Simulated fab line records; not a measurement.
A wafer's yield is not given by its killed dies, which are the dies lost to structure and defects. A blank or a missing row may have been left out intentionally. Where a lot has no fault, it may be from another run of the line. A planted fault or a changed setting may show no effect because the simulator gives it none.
Split-lot study	flow n5-finfet	7 lots, 21 wafers read, on a route of 1938 steps

ON THE SPLIT
At N5_BEOL_M6_ETCH_62 (etches SOC in N2/H2, target depth 110 nm, overetch 22 nm, time 165 s), the setting time-s was moved away from the recipe's 165 s on 7 of the 21 wafers read, by -10.8% to +18.4%. For the rest of the wafers, this setting stayed at what the recipe calls for.

The reading is taken at the split's own step.

THE READING
SiARC_of_BEOL_M6_COAT_60.thk-nm (the simulator's own value, which no gauge read), in nm, at N5_BEOL_M6_ETCH_62 (etches SOC in N2/H2, target depth 110 nm, overetch 22 nm, time 165 s). The file gives no usual value for it. Average 28.4 nm, standard deviation 0.22 nm, over the 14 wafers here run with the recipe.

wafer	tool, chamber at the split	time-s as run, s	against the recipe	SiARC_of_BEOL_M6_COAT_60.thk-nm, nm	against lot-mates on the recipe
L074.1	rie-diel-01, 3	165	recipe	28.4	-
L074.4	rie-diel-01, 3	165	recipe	28.4	-
L074.5	rie-diel-01, 2	187.4	+13.6%	27.4	-1.0
L077.1	rie-diel-02, 0	165	recipe	28.6	-
L077.4	rie-diel-02, 0	165	recipe	28.6	-
L077.3	rie-diel-02, 3	147.1	-10.8%	29	+0.4
L079.1	rie-diel-05, 0	165	recipe	28.8	-
L079.2	rie-diel-05, 1	165	recipe	28.4	-
L079.3	rie-diel-05, 3	165	recipe	28.6	-
L084.1	rie-diel-01, 0	165	recipe	28.4	-
L084.3	rie-diel-01, 1,2	165	recipe	28	-
L084.6	rie-diel-01, 1,2	165	recipe	28	-
L085.2	rie-diel-01, 3	165	recipe	28.4	-
L085.4	rie-diel-01, 1,3	165	recipe	28.2	-
L085.5	rie-diel-01, 1,3	165	recipe	28.2	-
L088.1	rie-diel-02, 3	176	+6.7%	28	no lot-mate on the recipe
L088.4	rie-diel-02, 2	176	+6.7%	28.2	no lot-mate on the recipe
L088.5	rie-diel-02, 2	176	+6.7%	28.2	no lot-mate on the recipe
L096.1	rie-diel-01, 1	165	recipe	28.4	-
L096.3	rie-diel-01, 0	195.4	+18.4%	27.2	-1.2
L096.6	rie-diel-01, 1	195.4	+18.4%	27	-1.4
Where a row lists several chambers, the file gives one row for several wafers and doesn't say which wafer went through which chamber.

THE FIT
A straight line over all 21 wafers: SiARC_of_BEOL_M6_COAT_60.thk-nm changes by -0.0656 nm for each +1% of time-s; r = -0.91; the points scatter about the line by 0.21 nm.
The same after taking each lot's own level away (the mean of its wafers on the recipe; 18 wafers): -0.0658 nm for each +1%; r = -0.96; scatter 0.15 nm.
According to that fit, moving time-s by its largest amount changes the reading by 1.2 nm.
From 28.13 to 28.60 nm: that is the span of the lots' own levels, equal to 2.1 times the standard deviation above.
The two slopes agree, so the slope changes little with the lot-to-lot level.
Check: for one of the wafers moved furthest among these (+18.4%), held out of the fit, the line's prediction against its lot-mates is -1.27 nm. Against them it came out at -1.2 nm.

FURTHER SPLITS ON THESE WAFERS
Before the reading, these wafers also passed through other splits. Each is held against what the fit with the lots' levels taken away leaves over:
other split on the same wafers	wafers away from the commonest value	r with SiARC_of_BEOL_M6_COAT_60.thk-nm (lot level and that fit taken away)
N5_BEOL_M3_COAT_76 spin-rpm	3	-0.15
N5_BEOL_M4_COAT_73 spin-rpm	7	-0.03
N5_BEOL_M5_COAT_74 spin-rpm	5	-0.03
N5_BEOL_M5_EXPOSE_25 dose-mj	6	-0.10

FILE'S OWN FIT
SiARC_of_BEOL_M6_COAT_60.thk-nm changes by -0.0653 nm for each +1% of time-s, r = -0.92.
